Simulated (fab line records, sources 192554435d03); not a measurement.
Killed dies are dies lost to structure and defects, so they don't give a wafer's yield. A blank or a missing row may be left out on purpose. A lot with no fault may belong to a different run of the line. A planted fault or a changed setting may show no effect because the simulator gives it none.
Matching of chambers | flow n5-finfet | N5_BEOL_M2_PRE_CLEAN_60 on cvd-co-02: 3 sister chambers
The step time 15 s. 6 wafers are shown with their chamber, then 8 later ones without.

WAFERS PAIRED WITH THEIR CHAMBERS
wafer  | chamber | heater-power-w (W)
L079.6 | 0       | 108
L087.1 | 1       | 91
L087.3 | 0       | 108
L090.2 | 1       | 92
L090.4 | 2       | 115
L093.2 | 2       | 118

WAFERS WITH NO CHAMBER GIVEN
wafer  | heater-power-w (W)
L093.4 | 92
L093.5 | 110
L096.1 | 115
L096.2 | 90
L096.3 | 113
L096.4 | 92
L096.5 | 116
L096.6 | 113

WHICH CHAMBER EACH WENT THROUGH
wafer  | from the rows above     | in truth
L093.4 | 1                       | 1
L093.5 | 0                       | 0
L096.1 | 2                       | 2
L096.2 | 1                       | 1
L096.3 | can't be placed: 2 or 0 | 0
L096.4 | 1                       | 1
L096.5 | 2                       | 2
L096.6 | can't be placed: 2 or 0 | 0
6 of 8 placed correctly. These rows do not allow placing 2 (true chamber among the candidates in 2). Number placed wrongly: 0.
How it was worked out, from the rows above alone: a wafer's distance from a chamber is the root of the sum, over the readings, of the square of ((its reading less the chamber's mean) divided by the reading's scatter). If the next closest chamber is less than 2 further off than the closest, the wafer can't be placed; otherwise it belongs to the closest. Each chamber's mean is taken over the wafers shown for it. The scatter: take each reading less its chamber's mean, square it, sum over the shown wafers, divide by the number of wafers less the number of chambers, and take the root.
